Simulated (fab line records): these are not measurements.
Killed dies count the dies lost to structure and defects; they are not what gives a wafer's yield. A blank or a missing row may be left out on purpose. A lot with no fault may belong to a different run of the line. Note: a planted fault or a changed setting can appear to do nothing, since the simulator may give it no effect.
Comparing a struck lot with a sound one    flow nand_harc    40 steps out of a route of 1302
Sound: these wafers, L268.1, L268.3, L268.6. Wafers struck: L253.1, L253.4, L253.6. At the end, the cause is stated.
For every step that has rows: the tool of each side, followed by ch and its chambers, followed by its first start. Under that, the readings that differ: sound wafers    struck wafers    difference of the means    sigmas: that difference in standard deviations of wafers without a fault.
alike: readings whose means differ by less than 2 such deviations, and words and numbers that are the same on both sides. not compared: withheld readings, readings that some wafer has no value for, bounds like >300 that may hide the same value, and numbers for which the record gives no deviation and whose values overlap.
The two part at a step that has a row with sigmas, a row that says differs or no value, or rows on one side only. Numbers that have no deviation but don't overlap get no sigmas and don't part them. A reading missing from all wafers of one side parts the sides only when that side holds two or more wafers.

first, 4 steps without rows for these wafers: NHARC_A_STAIRCASE_SRD_154; NHARC_A_STAIRCASE_ETCH_403 (etches SiO2 in dHF, target depth 108.2 nm); NHARC_A_STAIRCASE_ETCHBACK_422 (etches the open film in CH3F/O2, target depth 40 nm, time 74.286 s); NHARC_A_STAIRCASE_ETCH_423 (etches SiO2 in dHF, target depth 30 nm).
NHARC_A_STAIRCASE_ETCHBACK_157: etches the open film in CH3F/O2, target depth 90 nm, time 167.14 s.
  sound on rie_diel-10 ch 0,2,3, day 29 01:10; struck on rie_diel-13 ch 0,3, day 23 06:40
  alike: drypump_motor_current_A, oes_product_au, rf_fwd_power_W, rf_vpp_V, showerhead_plenum_p_Torr, throttle_valve_pct
  not compared: rf_hours_counter_h
then, 4 steps without rows for these wafers: NHARC_A_STAIRCASE_STRIP_475 (strips in O2, time 20 s); NHARC_A_STAIRCASE_DEP_471 (deposits SiO2, target thk 100 nm); NHARC_A_STAIRCASE_CMP_472 (polishes SiO2); NHARC_A_STAIRCASE_SRD_474.
NHARC_A_STAIRCASE_INSPECT_155:
  sound on defect_inspect-01 at day 29 02:01; struck on defect_inspect-01 at day 23 07:39
  alike: raw_defect_count
NHARC_A_SGD_CUT_DEP_00: deposits SiNx, target thk 50 nm.
  sound on pecvd-03 ch 1,2, day 29 02:08; struck on pecvd-03 ch 0,1,2, day 23 07:43
  alike: heater_power_w, rf_fwd_power_W
then, 10 steps without rows for these wafers: NHARC_A_SGD_CUT_DEHYDRATE_01 (time 120 s); NHARC_A_SGD_CUT_HMDS_02 (time 30 s); NHARC_A_SGD_CUT_COAT_56 (time 75 s); NHARC_A_SGD_CUT_COAT_57 (time 65 s); NHARC_A_SGD_CUT_COAT_03 (resist thk 90 nm); NHARC_A_SGD_CUT_SOFTBAKE_04 (time 55 s); NHARC_A_SGD_CUT_EBR_05; NHARC_A_SGD_CUT_EXPOSE_06 (exposes mask SGD); NHARC_A_SGD_CUT_PEB_07 (peb time 65 s); NHARC_A_SGD_CUT_DEVELOP_08 (develop time 35 s).
NHARC_A_SGD_CUT_CD_MEAS_09: target cd 100 nm.
  sound on cd_sem-03 ch 0, day 29 02:51; struck on cd_sem-03 ch 0, day 23 08:19
  alike: cd_nm
NHARC_A_SGD_CUT_OVL_MEAS_10:
  sound on overlay-01 at day 29 02:56; struck on overlay-02 at day 23 08:24
  alike: overlay_x_nm, overlay_y_nm
NHARC_A_SGD_CUT_INSPECT_11:
  sound on defect_inspect-01 at day 29 02:59; struck on defect_inspect-01 at day 23 08:26
  alike: raw_defect_count
then, 3 steps without rows for these wafers: NHARC_A_SGD_CUT_DESCUM_14 (chemistry O2, time 3 s); NHARC_A_SGD_CUT_ETCH_58 (etches the open film in CF4, target depth 39 nm, time 65 s); NHARC_A_SGD_CUT_ETCH_59 (etches the open film in N2/H2, target depth 260 nm, time 406.25 s).
NHARC_A_SGD_CUT_ETCH_15: etches the open film in CH3F/O2, target depth 75 nm, time 64.3 s.
  sound on rie_diel-08 ch 0,2,3; struck on rie_diel-07 ch 1,2
  alike: drypump_motor_current_A, oes_product_au, rf_fwd_power_W, rf_vpp_V, showerhead_plenum_p_Torr, throttle_valve_pct
  not compared: rf_hours_counter_h
NHARC_A_SGD_CUT_ETCH_16: etches the open film in C4F8/O2/Ar, target depth 310.5 nm, time 155.2 s.
  sound on rie_diel-08 ch 1,2,3; struck on rie_diel-07 ch 0,1
  alike: oes_product_au, rf_fwd_power_W, rf_vpp_V
  not compared: rf_hours_counter_h
then, 1 step without rows for these wafers: NHARC_A_SGD_CUT_STRIP_60 (strips in C4F8/O2/Ar).
NHARC_A_SGD_CUT_STRIP_17: strips in O2.
  sound on rie_diel-08 ch 0,2; struck on rie_diel-07 ch 0,2
  alike: drypump_motor_current_A, oes_product_au, rf_vpp_V, showerhead_plenum_p_Torr, throttle_valve_pct
  not compared: rf_hours_counter_h
then, 4 steps without rows for these wafers: NHARC_A_SGD_CUT_PRECLEAN_18 (cleans in SC1); NHARC_A_SGD_CUT_SRD_19; NHARC_A_SGD_CUT_DEP_20 (deposits SiO2, target thk 150 nm); NHARC_A_SGD_CUT_ANNEAL_27 (time 1800 s).
NHARC_A_SGD_CUT_CMP_21: polishes, target thk 148.19 nm.
  sound on cmp-02 ch 0,2,3, day 29 08:59; struck on cmp-02 ch 0,1,2, day 23 14:25
  alike: edge_zone_pressure_frac, motor_current_A, time_to_endpoint_s
then, 3 steps without rows for these wafers: NHARC_A_SGD_CUT_SRD_23; NHARC_A_SGD_CUT_ETCH_26 (etches SiO2 in dHF, target depth 45.8 nm); NHARC_A_SGD_CUT_ETCHBACK_24 (etches the open film in CH3F/O2, target depth 50 nm, time 92.857 s).
-- jump in the record: it breaks off in module A_SGD_CUT and resumes in module END (first step shown: number 1302 of the route), and 5 days separate the struck wafers' starts before and after --
NHARC_END_SORT_01:
  here the record holds rows for the struck wafers (prober-01 ch 0, day 28 09:14) but none for the sound ones

## WHERE THEY PART
At NHARC_END_SORT_01 and nowhere else, as far as this record goes.

WHY: whatever the simulator had introduced
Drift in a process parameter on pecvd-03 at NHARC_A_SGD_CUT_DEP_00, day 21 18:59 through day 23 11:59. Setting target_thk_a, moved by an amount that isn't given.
